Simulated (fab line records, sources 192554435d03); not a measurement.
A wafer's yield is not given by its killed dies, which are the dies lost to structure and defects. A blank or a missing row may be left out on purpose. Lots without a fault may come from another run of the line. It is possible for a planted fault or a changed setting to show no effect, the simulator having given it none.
fab line records	flow n5-finfet
record lots=4	wafers=12	last-day=16
route steps=1938 shown DUMMY_GATE@216 BEOL_M4@1111 PASSIVATION@1936
lots with no fault: from the same line, run without faults
start-h: the number of hours between the record's first day and the start of the first shown wafer of the lot	wait-h: hours from the lot's prior step to this one	" unchanged from the row above	L1.1+2: a row that stands for several wafers	- no value, or no start given	* or withheld: withheld	< > ~ a bound
route shown NAME@n: names a module that has steps shown in the file, with the first one's number in the route	usual: mean and standard deviation over wafers with no fault	same: alike in all rows	chamber/n: place in a boat	sites: per-site readings	_std_site: their standard deviation	_edge_site: outer sites' mean less inner sites'	radius-mm: for every site, how far away it sits from the centre of the wafer	mask NAME#n: copy n	behind: the tool/chamber that last shaped the wafer	hold: cause of the lot's hold/its duration in hours/its outcome	device: the n, p or np transistor that did not switch	end of line: at the end of the route, the tests of the same wafers	for a step that has no rows: nothing shown but its recipe	killed: not the wafer's yield, but the dies lost to structure and defects at the first sort	map: a wafer's dies, marking killed ones x, the rest . and places with no die _
set.NAME: the setting as run; set.NAME@STEP: as run at that earlier step	model.NAME: the simulator's own value behind a step, which no gauge read
a table for each step, a row for each wafer; lots at some steps of the route
services: when a tool's chamber went out of use (start-h, in hours from the record's first day, below 0 if earlier), for how many hours, and the reason
## steps
# step N5_DUMMY_GATE_PRECLEAN_46
# recipe chemistry=DIW	time-s=89.5	temp-c=23
# step N5_DUMMY_GATE_SRD_47
# recipe dry-time-s=32	dry=n2-spin	spin-rpm=1500
# step N5_DUMMY_GATE_CMP_04
# recipe material=a-Si	post-cmp-clean=alkaline-brush
# step N5_DUMMY_GATE_HM_DEP_06
# recipe material=SiNx	target-thk-a=800	precursor=DCS/NH3	temp-c=700	pressure-mtorr=300	time-s=5141
# step N5_DUMMY_GATE_PECVD_30
# recipe material=SiO2	target-thk-a=550	temp-c=400	precursor=TEOS/O2	pressure-torr=6.5	rf-w=withheld	teos-flow-sccm=withheld	gas=O2	flow-sccm=2650	time-s=10.8
# step N5_DUMMY_GATE_COAT_34
# recipe resist=SOC	temp-c=250	time-s=60	spin-rpm=1500	resist-thk-nm=60
# step N5_DUMMY_GATE_COAT_35
# recipe resist=SiARC	temp-c=220	time-s=60	spin-rpm=1500	resist-thk-nm=10
# step N5_DUMMY_GATE_COAT_28
# recipe resist=underlayer	temp-c=205	time-s=60	spin-rpm=1500	resist-thk-nm=10
# step N5_DUMMY_GATE_COAT_09
# recipe resist=CAR-EUV	spin-rpm=1500	resist-thk-nm=30
# step N5_DUMMY_GATE_EBR_11
# recipe solvent=PGMEA	ebr-width-mm=1.5
# step N5_DUMMY_GATE_SOFTBAKE_10
# recipe temp-c=110	time-s=60	resist=CAR-EUV
# step N5_DUMMY_GATE_EXPOSE_12
# recipe mask-id=GATE	na=0.33	source-shape=annular	sigma-inner=0.2	sigma-outer=0.6	polarization=unpolarized	target-cd-nm=25	dose-mj=34
# usual exposure-dose-mJ-cm2=34.15/0.15
lot.wafer	tool	chamber	start-h	wait-h	mask	exposure-dose-mJ-cm2
L248.1	euv-scanner-02	0	55.07	-	GATE#0	34.29
L248.3	"	0	"	"	GATE#0	34.34
L248.5	"	0	"	"	GATE#0	34.29
L261.2	euv-scanner-02	0	133.65	-	GATE#0	30.66
L261.3	"	0	"	"	GATE#0	30.66
L261.4	"	0	"	"	GATE#0	30.70
L263.2	euv-scanner-01	0	141.67	-	GATE#0	33.94
L263.3	"	0	"	"	GATE#0	33.90
L263.6	"	0	"	"	GATE#0	33.94
L265.1	euv-scanner-02	0	152.89	-	GATE#0	31.38
L265.4	"	0	"	"	GATE#0	31.40
L265.5	"	0	"	"	GATE#0	31.40
# step N5_DUMMY_GATE_PEB_13
# recipe peb-temp-c=100	peb-time-s=60	resist=CAR-EUV
# step N5_DUMMY_GATE_DEVELOP_14
# recipe develop-time-s=30	developer=TMAH	resist=CAR-EUV	rinse-liquid=surfactant-rinse	dry=air-spin	dev-temp-c=23
# step N5_DUMMY_GATE_CD_MEAS_15
# recipe target-cd-nm=25.8	landing-energy-ev=500	detector=se-inlens
# usual cd-nm=25.05/0.24
# same landing-energy-ev=500
lot.wafer	tool	chamber	start-h	wait-h	cd-nm
L248.1	cd-sem-02	0	55.20	-	25.28
L248.3	"	0	"	"	25.25
L248.5	"	0	"	"	25.65
L261.2	cd-sem-01	0	133.77	-	27.32
L261.3	"	0	"	"	27.24
L261.4	"	0	"	"	27.02
L263.2	cd-sem-03	0	141.79	-	25.06
L263.3	"	0	"	"	25.24
L263.6	"	0	"	"	25.29
L265.1	cd-sem-01	0	153.02	-	27.18
L265.4	"	0	"	"	26.91
L265.5	"	0	"	"	26.82
# step N5_DUMMY_GATE_DESCUM_20
# recipe chemistry=O2	time-s=6.2	source-power-w=50	bias-power-w=20	pressure-mtorr=20	rf-frequency-hz=2.712e+07	temp-c=40	resist=CAR-EUV	o2-flow-sccm=225
# step N5_DUMMY_GATE_ETCH_29
# recipe chemistry=N2/H2	target=underlayer	target-depth-a=130	ion-energy-ev=200	pressure-mtorr=30	source-w=840	bias-w=150	n2-flow-sccm=200	h2-flow-sccm=200
# step N5_DUMMY_GATE_ETCH_36
# recipe chemistry=CF4	target=SiARC	target-depth-a=130	pressure-mtorr=40	source-w=545	bias-w=36	Ar_flow_sccm=100	cf4-flow-sccm=100	ion-energy-ev=80
# step N5_DUMMY_GATE_ETCH_37
# recipe chemistry=N2/H2	target=SOC	target-depth-a=600	overetch-a=300	temp-c=40	ion-energy-ev=200	pressure-mtorr=30	source-w=840	bias-w=150	n2-flow-sccm=200	h2-flow-sccm=200
# step N5_DUMMY_GATE_STRIP_38
# recipe chemistry=N2/H2	temp-c=40	n2-flow-sccm=200	h2-flow-sccm=200	rf-frequency-hz=6e+07
# step N5_DUMMY_GATE_STRIP_39
# recipe chemistry=N2/H2	temp-c=40	n2-flow-sccm=200	h2-flow-sccm=200	rf-frequency-hz=6e+07
# step N5_DUMMY_GATE_TRIM_49
# recipe chemistry=O2	resist=SOC	time-s=29	target-cd-nm=14	source-power-w=300	bias-power-w=0	O2_flow_sccm=100	temp-c=20
# usual drypump-motor-current-A=5.7/0.47	oes-product-au=1.004/0.018	throttle-valve-pct=8.14/0.14
lot.wafer	tool	chamber	start-h	wait-h	drypump-motor-current-A	oes-product-au	rf-hours-counter-h	throttle-valve-pct	model.DUMMY_GATE.cd-nm
L248.1	rie-si-06	3	55.56	0.0	6.8	0.990	27	8.15	14.2
L248.3	"	1	"	"	5.1	1.033	64	8.05	13.8
L248.5	"	0	"	"	5.9	0.987	-	8.49	14.4
L261.2	rie-si-06	3	134.12	0.0	6.7	0.991	29	8.15	15.8
L261.3	"	2	"	"	6.3	0.970	5	8.27	16.2
L261.4	"	1	"	"	5.1	1.031	65	8.05	15.6
L263.2	rie-si-01	2	142.49	0.0	5.5	1.003	4	8.21	14.2
L263.3	"	0	"	"	5.6	1.037	5	8.14	14.2
L263.6	"	0	"	"	5.6	1.028	-	8.13	14.4
L265.1	rie-si-01	0	153.48	0.0	5.6	1.015	5	8.14	16.6
L265.4	"	3	"	"	5.9	1.006	22	7.99	16
L265.5	"	1	"	"	5.0	0.982	-	7.90	15.6
# step N5_DUMMY_GATE_STRIP_40
# recipe chemistry=CF4	resist=SiARC	power-w=300	bias-power-w=75	pressure-mtorr=50	cf4-flow-sccm=150	rf-frequency-hz=6e+07
# step N5_DUMMY_GATE_CD_MEAS_50
# recipe target-cd-nm=14
# usual cd-nm=13.9/0.39
lot.wafer	tool	chamber	start-h	wait-h	cd-nm
L248.1	cd-sem-01	-	55.71	0.0	14.1
L248.3	"	-	"	"	13.8
L248.5	"	-	"	"	14.2
L261.2	cd-sem-01	-	134.27	0.0	15.5
L261.3	"	-	"	"	16.0
L261.4	"	-	"	"	15.6
L263.2	cd-sem-01	-	142.71	0.0	14.4
L263.3	"	-	"	"	14.1
L263.6	"	-	"	"	14.7
L265.1	cd-sem-03	-	153.63	0.0	16.9
L265.4	"	-	"	"	15.9
L265.5	"	-	"	"	15.4
# step N5_DUMMY_GATE_ETCH_31
# recipe chemistry=C4F6/O2	target=SiO2	mask-material=SOC	target-depth-a=825	time-s=27.5	ion-energy-ev=250	pressure-mtorr=30	source-w=345	bias-w=185	Ar_flow_sccm=300	C4F6_flow_sccm=10	O2_flow_sccm=10
# step N5_DUMMY_GATE_STRIP_41
# recipe chemistry=O2	power-w=400	temp-c=40	pressure-mtorr=30	rf-frequency-hz=6e+07	bias-power-w=0	overash-fraction=0.3	o2-flow-sccm=225
# step N5_DUMMY_GATE_HM_OPEN_21
# recipe chemistry=CH3F/O2	target=SiNx	target-depth-a=1200	Ar_flow_sccm=150	CH3F_flow_sccm=30	O2_flow_sccm=23	time-s=171.4	pressure-mtorr=30	source-w=395	bias-w=73	ion-energy-ev=120.7
# step N5_DUMMY_GATE_ETCH_32
# recipe chemistry=CF4	target=SiO2	target-depth-a=35	time-s=3.9	ion-energy-ev=350	pressure-mtorr=10	icp-w=800	bias-w=400	cf4-flow-sccm=80
# step N5_DUMMY_GATE_ETCH_23
# recipe chemistry=HBr/Cl2/O2	HBr_flow_sccm=150	Cl2_flow_sccm=80	O2_flow_sccm=12	bias-w=102	target-depth-a=410	time-s=22.3	target=poly-Si	mask-material=SiO2	pressure-mtorr=10	icp-w=800
# step N5_DUMMY_GATE_ETCH_44
# recipe chemistry=HBr/O2	over-etch-frac=0.7	target-depth-a=1275	stop-on=SiO2	ion-energy-ev=60	bias-w=20	target=poly-Si	mask-material=SiO2	pressure-mtorr=20	icp-w=400	HBr_flow_sccm=120	O2_flow_sccm=10
# step N5_DUMMY_GATE_CD_MEAS_24
# recipe target-cd-nm=15
# usual cd-nm=14.9/0.43
lot.wafer	tool	chamber	start-h	wait-h	cd-nm
L248.1	cd-sem-03	-	56.21	0.1	15.4
L248.3	"	-	"	"	14.7
L248.5	"	-	"	"	15.3
L261.2	cd-sem-01	-	134.77	0.1	17.1
L261.3	"	-	"	"	17.7
L261.4	"	-	"	"	16.7
L263.2	cd-sem-01	-	143.59	0.1	14.6
L263.3	"	-	"	"	15.0
L263.6	"	-	"	"	15.5
L265.1	cd-sem-02	-	154.13	0.1	17.7
L265.4	"	-	"	"	17.3
L265.5	"	-	"	"	16.7
# step N5_DUMMY_GATE_ETCH_42
# recipe chemistry=CHF3/O2	target=SiO2	target-depth-a=35	time-s=31	ion-energy-ev=30	bias-w=12	pressure-mtorr=30	source-w=600	Ar_flow_sccm=200	CHF3_flow_sccm=50	O2_flow_sccm=5
# usual drypump-motor-current-A=5.6/0.41	oes-product-au=0.81/0.095	rf-vpp-V=42.6/0.93	showerhead-plenum-p-Torr=2.41/0.084	throttle-valve-pct=18.72/0.25
lot.wafer	tool	chamber	start-h	wait-h	drypump-motor-current-A	oes-product-au	rf-hours-counter-h	rf-vpp-V	showerhead-plenum-p-Torr	throttle-valve-pct	model.DUMMY_GATE.cd-nm
L248.1	rie-diel-05	1	56.25	0.0	5.5	0.78	127	43.8	2.30	18.40	15.4
L248.3	"	0	"	"	6.1	0.67	246	42.6	2.38	18.70	14.4
L248.5	"	1	"	"	5.5	0.77	-	43.2	2.30	18.40	15.2
L261.2	rie-diel-05	0	135.21	0.4	6.1	0.94	13	43.3	2.38	18.34	17.2
L261.3	"	3	"	"	5.4	0.84	65	42.0	2.44	18.84	17.4
L261.4	"	1	"	"	5.5	0.74	152	42.4	2.29	18.44	16.6
L263.2	rie-diel-05	3	143.80	0.2	5.4	0.84	68	40.7	2.44	18.85	15
L263.3	"	1	"	"	5.5	0.74	156	44.0	2.29	18.45	15
L263.6	"	0	"	"	6.1	0.94	-	42.5	2.38	18.34	15.4
L265.1	rie-diel-03	3	154.18	0.0	5.9	0.94	11	44.2	2.47	18.66	18
L265.4	"	2	"	"	6.0	0.70	-	42.4	2.31	18.82	17.4
L265.5	"	3	"	"	5.8	0.92	-	42.8	2.47	18.67	16.6
# step N5_DUMMY_GATE_STRIP_48
# recipe chemistry=N2/H2	time-s=20	power-w=100	temp-c=40	pressure-mtorr=100	rf-frequency-hz=6e+07	bias-power-w=3	n2-flow-sccm=300	h2-flow-sccm=300
# step N5_DUMMY_GATE_PRECLEAN_33
# recipe chemistry=dHF	time-s=10	dilution=750:1	temp-c=25
# step N5_DUMMY_GATE_PRECLEAN_25
# recipe chemistry=O3/DIW	time-s=45	temp-c=22	o3-ppm=10
# step N5_DUMMY_GATE_PRECLEAN_51
# recipe chemistry=SC2	time-s=45	temp-c=35	mix=1:1:50
# step N5_DUMMY_GATE_SRD_26
# recipe dry=ipa-marangoni	time-s=30	temp-c=23	rinse-liquid=diw
# step N5_DUMMY_GATE_UV_OZONE_45
# recipe time-s=120	pressure-torr=760	temp-c=25
# step N5_BEOL_M4_RC_MEAS_101
# usual DIBL_N=36.9/1.7	DIBL_P=37.3/2.3	IOFF_N=0.16/0.033	IOFF_P=0.22/0.04	ION_N=673/12	ION_P=463/8	SS_N=71.6/0.58	SS_P=73.4/0.74	VT_N=250/3.2	VT_P=-250/3.4
lot.wafer	tool	chamber	start-h	wait-h	DIBL_N[mV/V]	DIBL_P[mV/V]	IOFF_N[nA/um]	IOFF_P[nA/um]	ION_N[uA/um]	ION_P[uA/um]	SS_N[mV/dec]	SS_P[mV/dec]	VT_N[mV]	VT_P[mV]
L248.1	prober-02	0	181.15	0.0	35.2	36.7	0.13	0.17	658	448	71.7	73.2	251	-257
L248.3	"	0	"	"	39.1	41.6	0.21	0.24	682	456	72.5	74.6	248	-252
L248.5	"	0	"	"	35.2	37.8	0.15	0.19	666	454	72.4	74.1	249	-252
L261.2	prober-02	0	255.07	0.2	29.4	27.1	0.07	0.12	659	460	69.3	70.9	256	-257
L261.3	"	0	"	"	30.4	28.0	0.09	0.13	661	459	69.6	71.0	253	-254
L261.4	"	0	"	"	32.7	32.0	0.11	0.18	679	478	70.5	71.9	251	-252
L263.2	prober-02	0	267.31	0.2	34.5	35.0	0.13	0.19	674	469	71.5	73.1	253	-251
L263.3	"	0	"	"	36.7	37.1	0.17	0.23	669	458	72.0	73.7	248	-250
L263.6	"	0	"	"	34.3	34.2	0.13	0.19	662	455	71.2	73.2	251	-252
L265.1	prober-01	0	271.79	0.0	27.4	23.8	0.05	0.09	635	446	68.6	69.8	261	-258
L265.4	"	0	"	"	29.4	26.1	0.07	0.11	652	455	69.3	70.9	260	-252
L265.5	"	0	"	"	32.0	28.9	0.08	0.12	659	456	70.1	71.5	257	-255
# step N5_PASSIVATION_PROBE_49
# usual defect-limited-yield=91.2/1.3	killed_at_M0_to_M3=34/10	killed_at_M4_up=13/4.6	killed-at-contacts=13/5.5	killed-at-front-end=41/12	killed-at-other=2.8/2.4	killed-dies=104/16	killed-on-rim=14/4.2	killed-open=67/12	killed-short=33/7.2	sort_bin_5_function=5.1/0.86	sort_bin_6_memory=3.3/0.62	sort_bin_8_speed=0.00/0.014	sort-n-pass=1076/16	sort-yield-pct=91.2/1.3
# same gross-dies=1180	killed-at-back-side=0	sort_bin_4_leakage[%]=0
lot.wafer	tool	chamber	start-h	wait-h	defect-limited-yield[%]	killed_at_M0_to_M3	killed_at_M4_up	killed-at-contacts	killed-at-front-end	killed-at-other	killed-dies	killed-on-rim	killed-open	killed-short	sort_bin_5_function[%]	sort_bin_6_memory[%]	sort_bin_8_speed[%]	sort-n-pass	sort-yield-pct[%]
L248.1	prober-02	-	293.92	0.0	92.5	25	11	6	43	4	89	10	62	26	4.7	2.8	0	1091	92.5
L248.3	prober-02	-	294.02	0.1	91.4	32	11	12	41	5	101	15	66	34	4.2	4.2	0	1079	91.4
L248.5	prober-02	-	294.12	0.2	90.8	14	11	16	66	2	109	12	82	25	5.9	3.2	0	1071	90.8
L261.2	prober-02	-	359.04	0.1	75.3	35	13	16	227	1	292	74	54	32	4.3	3.2	0	888	75.3
L261.3	prober-02	-	359.09	0.1	70.4	45	23	13	266	2	349	79	90	53	7.5	4.1	0	831	70.4
L261.4	prober-02	-	359.14	0.2	86.5	32	18	5	102	2	159	36	74	48	5.6	4.6	0	1021	86.5
L265.1	prober-02	-	368.44	0.0	74.8	62	21	13	199	2	297	67	72	44	6.2	4.1	1.36	867	73.5
L265.4	prober-02	-	368.59	0.2	75.8	47	14	19	205	1	286	67	71	42	6.2	3.3	0	894	75.8
L265.5	prober-02	-	368.64	0.2	90.4	33	17	12	50	1	113	14	56	31	4.8	2.8	0	1067	90.4
L263.2	prober-02	-	376.33	0.1	91.9	32	17	10	37	0	96	11	63	29	4.5	3.3	0	1084	91.9
L263.3	prober-02	-	376.38	0.1	91.7	50	10	10	28	0	98	6	53	43	4.9	3.1	0	1082	91.7
L263.6	prober-02	-	376.53	0.3	90.4	51	17	12	28	5	113	16	77	28	6.3	3.1	0	1067	90.4
# killed by level:class
L248.1 FIN_SAQP:geometric-particle:open=22 BEOL_M0_SAQP:geometric-particle:open=9 FIN_SAQP:geometric-particle:short=7 MOL_CONTACT_COAG:geometric-particle:open=6 BEOL_M5:geometric-particle:open=6 BEOL_M1:geometric-particle:short=4 BEOL_M3:geometric-particle:open=4 BEOL_M2:geometric-particle:open=3
L248.3 MOL_CONTACT_COAG:geometric-particle:open=10 FIN_SAQP:geometric-particle:open=9 BEOL_M3:geometric-particle:open=7 FIN_SAQP:geometric-particle:short=6 BEOL_M0_SAQP:geometric-particle:open=6 BEOL_M2:geometric-particle:open=5 STARTING-WAFER:geometric-particle:open=4 STI_FIN_REVEAL:geometric-particle:open=4
L248.5 FIN_SAQP:geometric-particle:open=28 MOL_CONTACT_COAG:geometric-particle:open=15 FIN_SAQP:geometric-particle:short=11 BEOL_M4:geometric-particle:open=8 DUMMY_GATE:geometric-particle:open=7 GATE_CUT:geometric-particle:short=4 GATE_CUT:geometric-particle:open=4 STARTING-WAFER:geometric-particle:open=3
L261.2 DUMMY_GATE:area-expose=195 MOL_CONTACT_COAG:geometric-particle:open=12 GATE_CUT:geometric-particle:short=8 BEOL_M0_SAQP:geometric-particle:open=7 GATE_CUT:geometric-particle:open=6 BEOL_M1:geometric-particle:open=6 BEOL_M0_SAQP:geometric-particle:short=5 BEOL_M2:geometric-particle:open=4
L261.3 DUMMY_GATE:area-expose=200 STI_FIN_REVEAL:geometric-particle:open=25 BEOL_M0_SAQP:geometric-particle:short=18 MOL_CONTACT_COAG:geometric-particle:open=11 GATE_CUT:geometric-particle:short=8 BEOL_M3:geometric-particle:open=8 BEOL_M0_SAQP:geometric-particle:open=7 BEOL_M1:geometric-particle:open=7
L261.4 DUMMY_GATE:area-expose=32 STI_FIN_REVEAL:geometric-particle:open=15 FIN_SAQP:geometric-particle:short=14 BEOL_M0_SAQP:geometric-particle:short=10 BEOL_M2:geometric-particle:open=8 BEOL_M5:geometric-particle:open=7 FIN_SAQP:geometric-particle:open=6 STI_FIN_REVEAL:geometric-particle:short=6
L265.1 DUMMY_GATE:area-expose=172 BEOL_M0_SAQP:geometric-particle:open=19 BEOL_M0_SAQP:geometric-particle:short=18 BEOL_M4:geometric-particle:open=10 MOL_CONTACT_COAG:geometric-particle:open=7 BEOL_M1:geometric-particle:open=7 BEOL_M2:geometric-particle:open=6 STI_FIN_REVEAL:geometric-particle:open=5
L265.4 DUMMY_GATE:area-expose=168 DUMMY_GATE:geometric-particle:open=12 BEOL_M1:geometric-particle:open=11 MOL_CONTACT_COAG:geometric-particle:open=10 BEOL_M0_SAQP:geometric-particle:open=9 MOL_CONTACT_COAG:geometric-particle:short=7 BEOL_M0_SAQP:geometric-particle:short=7 BEOL_M3:geometric-particle:open=6
L265.5 DUMMY_GATE:area-expose=15 BEOL_M1:geometric-particle:open=13 BEOL_M4:geometric-particle:open=9 BEOL_M0_SAQP:geometric-particle:open=9 MOL_CONTACT_COAG:geometric-particle:open=7 FIN_SAQP:geometric-particle:short=5 BEOL_M0_SAQP:geometric-particle:short=5 STI_FIN_REVEAL:geometric-particle:open=4
L263.2 MOL_CONTACT_COAG:geometric-particle:open=8 BEOL_M4:geometric-particle:open=8 DUMMY_GATE:geometric-particle:open=7 BEOL_M0_SAQP:geometric-particle:short=7 FIN_SAQP:geometric-particle:open=6 STI_FIN_REVEAL:geometric-particle:open=6 GATE_CUT:geometric-particle:short=6 BEOL_M0_SAQP:geometric-particle:open=6
L263.3 BEOL_M0_SAQP:geometric-particle:short=15 BEOL_M0_SAQP:geometric-particle:open=14 MOL_CONTACT_COAG:geometric-particle:open=7 BEOL_M3:geometric-particle:short=7 FIN_SAQP:geometric-particle:open=6 FIN_SAQP:geometric-particle:short=5 STI_FIN_REVEAL:geometric-particle:open=5 BEOL_M5:geometric-particle:open=4
L263.6 BEOL_M2:geometric-particle:open=12 BEOL_M3:geometric-particle:open=10 MOL_CONTACT_COAG:geometric-particle:open=9 FIN_SAQP:geometric-particle:open=8 BEOL_M0_SAQP:geometric-particle:short=8 BEOL_M1:geometric-particle:open=8 BEOL_M0_SAQP:geometric-particle:open=7 STI_FIN_REVEAL:geometric-particle:open=5
# map L261.3 (x killed, . not)
_________________xxxx....x...________________
______________x.xxx.x....xx.x.x._____________
___________x.x...xxx.............xx__________
__________xx.x..x...xxx.......x...x._________
________x..x.xx....x....x..x..x.....x._______
_______x..xx.........x.......x..x.x.x..______
______xxx.......x.x.x.........x........._____
_____x.xxx.x......x..x....x.xx........x..____
____.xxxx.xxx.x.......xx..................___
___xxxxx..xx.xx.xx..........x...xx.........__
___xxx...x...x.x.x....................x..x.__
__xx.x..xx..x..........x....x.......x....x.._
__x.xxx.x.xx..xx..xx...........x..x......x.._
_xxxxxxx...............x....x..x...x......x..
_.x.x..x....x..x.........................x..x
_xxxx...x..xxx.........x.....................
_xxxxxxx...x.....xx.x....x.......x..x...x...x
_xxx..xxxx...x.x.......x..............x.x....
_x.xxx.x...x..............x..x.........x.....
_xxxx.x..x......x.................x..........
_xxxxxx.x..xx.x....x........x.....x....x..x..
__xxx.xx.x...x..x......x...x......x........._
__xxxxxx..xx.....xx.................x.....x._
___xxxxx...x..xx..x...x.x..................__
___xxxxxx.x.x.x......x...xx.....x....x.....__
____..xxx...xx....x.x..x......x..........x___
_____xx.xx.x.x.x.......x.............xx.x____
______.xxxxx..xx...x...x.......x........_____
_______xx..xxx..xx....xxx..xx....x.....______
________xxxx..x..x....x......x......xx_______
__________xxx..xx.......x......xx..._________
___________.xx.x.......x..xxxx.xxxx__________
______________xx..x..x..xxxx..x._____________
_________________xxx.x.xxx..x________________
# map L265.1 (x killed, . not)
_________________x.......x.x.________________
______________x.x.x............._____________
___________.x...x........x.........__________
__________.x.x....x.........x.x....x_________
________xx..x..xx...x......x.........._______
_______xx.....x...........x.x......x...______
______x..x..x..x........x.......x....x.x_____
_____x.x.x...............x...........x...____
____x.x...xx.x...............x..........x.___
___xx.x.x....x....x.............x...x...x..__
___.x.xxxx..xxx...........x........x...x...__
__xx..xxxx......xx........x.......x..x......_
__xxx.xx.......xx...x.x...x................._
_xxx..x.x..x............xx..x..............x.
_x.xx..x.......x.........x....xx........x....
_xx.xxx.xx.....x..........x.........xxx......
_xxxx....xx....x.......xx.............x..x...
_xx.xx.x.x.xx...........x.....x.........x.xx.
_xxxxxx.xx....x..........x...................
_.xxxxxxxx..x.........x..........x....x......
_xxx..x.xx....xx...............x........x....
__xxx...x....................x...x.........._
__xxxxxx..x...x.......x.x................x.._
___.x..xxx......x....x.....................__
___xxxx....x..x.........x..................__
____x.xxxx..xx....x..x...x........x.x...x.___
_____.xxx.x...x.x..x......xx..........x.x____
______xx.xx...x...x.....xx.x.........xx._____
_______x.xxx.x.xx...x......x....x.....x______
________x.x.xx.x.xx.............xx...._______
__________xx......x..x.x.x..x......._________
___________x.xx.xx.xx...x.......x..__________
______________xxxxx..xxx.xxxx..._____________
_________________xxxxx..xx..x________________
## services
tool	chamber	start-h	hours	kind
rie-si-01	-	31.85	0.2	repair
euv-scanner-02	-	44.33	4.6	pm
euv-scanner-01	-	48.93	4.6	pm
rie-si-06	3	64.60	4.5	repair
rie-diel-05	0	69.06	-	clean
rie-diel-05	0	69.06	-	consumable-replace:focus-ring
rie-diel-05	0	69.06	19.3	scheduled-down
rie-diel-05	0	69.06	19.3	vent-cycle
euv-scanner-02	-	69.23	1.0	pm
euv-scanner-02	0	73.99	-	calibration
rie-diel-03	3	74.51	6.5	repair
euv-scanner-01	0	81.97	-	calibration
euv-scanner-01	-	82.55	1.0	pm
rie-diel-03	0	83.65	4.6	repair
rie-si-06	3	88.69	5.7	repair
rie-si-06	1	95.52	14.7	repair
rie-diel-03	3	104.46	-	clean
rie-diel-03	3	104.46	-	consumable-replace:focus-ring
rie-diel-03	3	104.46	15.2	scheduled-down
rie-diel-03	3	104.46	15.2	vent-cycle
rie-si-06	-	109.57	2.8	pm
rie-si-01	1	116.47	6.3	repair
euv-scanner-02	-	125.38	1.0	pm
euv-scanner-01	-	138.70	1.0	pm
## key
first-sign step=N5_DUMMY_GATE_EXPOSE_12	reading=exposure-dose-mJ-cm2	direction=down	sigmas=20	usual=34.15	struck=31.03
effect step=N5_DUMMY_GATE_CD_MEAS_15	reading=cd-nm	direction=up	sigmas=8.6	usual=25.05	struck=27.08	through=control-loop
effect step=N5_DUMMY_GATE_CD_MEAS_50	reading=cd-nm	direction=up	sigmas=5	usual=13.9	struck=15.9	through=control-loop
effect step=N5_DUMMY_GATE_CD_MEAS_24	reading=cd-nm	direction=up	sigmas=5.4	usual=14.9	struck=17.2	through=control-loop
effect step=N5_BEOL_M4_RC_MEAS_101	reading=DIBL_P	direction=down	sigmas=4.2	usual=37.3	struck=27.7
effect step=N5_BEOL_M4_RC_MEAS_101	reading=DIBL_N	direction=down	sigmas=3.9	usual=36.9	struck=30.2
effect step=N5_BEOL_M4_RC_MEAS_101	reading=SS_N	direction=down	sigmas=3.6	usual=71.6	struck=69.6
effect step=N5_BEOL_M4_RC_MEAS_101	reading=SS_P	direction=down	sigmas=3.2	usual=73.4	struck=71.0
effect step=N5_BEOL_M4_RC_MEAS_101	reading=IOFF_N	direction=down	sigmas=2.5	usual=0.16	struck=0.08	wafers-moved=3
effect step=N5_BEOL_M4_RC_MEAS_101	reading=IOFF_P	direction=down	sigmas=2.4	usual=0.22	struck=0.13	wafers-moved=3
effect step=N5_BEOL_M4_RC_MEAS_101	reading=VT_N	direction=up	sigmas=1.9	usual=250	struck=256
effect step=N5_PASSIVATION_PROBE_49	reading=killed-at-front-end	direction=up	sigmas=12	usual=41	struck=175	wafers-moved=5
model-effect step=N5_DUMMY_GATE_TRIM_49	value=DUMMY_GATE.cd-nm	without=14.03	struck=15.97
model-effect step=N5_DUMMY_GATE_ETCH_42	value=DUMMY_GATE.cd-nm	without=15.2	struck=17.2
more-kills-born-at N5_DUMMY_GATE_EXPOSE_12@euv-scanner-02=781
met-at N5_DUMMY_GATE_EXPOSE_12
struck-wafers L261.2,L261.3,L261.4,L265.1,L265.4,L265.5
loop-trim step=N5_DUMMY_GATE_EXPOSE_12	setting=dose	lots=L265
onset-between 55.07 133.65
fault kind=process-parameter-drift	tool=euv-scanner-02	chamber=-	onset-h=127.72	steps=N5_DUMMY_GATE_EXPOSE_12	channel=dose-mj	offset=-3.618	shape=step	acts-in=these-recipes-only	stated=34
# loop-trim: a control loop set the setting to another value than it would have without faults
